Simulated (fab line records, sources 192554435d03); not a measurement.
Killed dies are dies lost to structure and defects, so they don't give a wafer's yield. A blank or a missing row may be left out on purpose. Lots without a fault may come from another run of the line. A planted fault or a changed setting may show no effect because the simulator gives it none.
Chamber matching | flow n5_finfet | N5_BEOL_M14_TRENCH_ETCH_34 on rie_diel-01: 4 sister chambers
The step etches SiO2 in C4F8/O2/Ar, target depth 556.65 nm, time 126.9 s. 4 wafers are shown with their chamber, then 9 later ones without.

WAFERS WITH THEIR CHAMBER
wafer  | chamber | rf_vpp_V (V)
L084.3 | 2       | 2235
L086.1 | 1       | 2186
L086.3 | 0       | 2225
L086.4 | 3       | 2255

WAFERS WITHOUT THEIR CHAMBER
wafer  | rf_vpp_V (V)
L091.3 | 2235
L091.4 | 2256
L091.6 | 2225
L095.2 | 2235
L095.4 | 2254
L095.6 | 2186
L096.1 | 2234
L096.5 | 2225
L096.6 | 2254

WHICH CHAMBER EACH WENT THROUGH
wafer  | from the rows above | in truth
L091.3 | 2                   | 2
L091.4 | 3                   | 3
L091.6 | 0                   | 0
L095.2 | 2                   | 2
L095.4 | 3                   | 3
L095.6 | 1                   | 1
L096.1 | 2                   | 2
L096.5 | 0                   | 0
L096.6 | 3                   | 3
Placed correctly: 9 of 9. Can't be placed from these rows: 0. Placed wrongly: 0.
How it was worked out, from the rows above alone: a wafer's distance from a chamber is the root of the sum, over the readings, of the square of ((its reading less the chamber's mean) divided by the reading's scatter). The wafer belongs to the nearest chamber; if the next one is less than 2 further off, it can't be placed. A chamber's mean is the mean of its shown wafers. The scatter: with one shown wafer a chamber, the root of the mean of the squares of how far each hidden wafer lies from its nearest shown one.
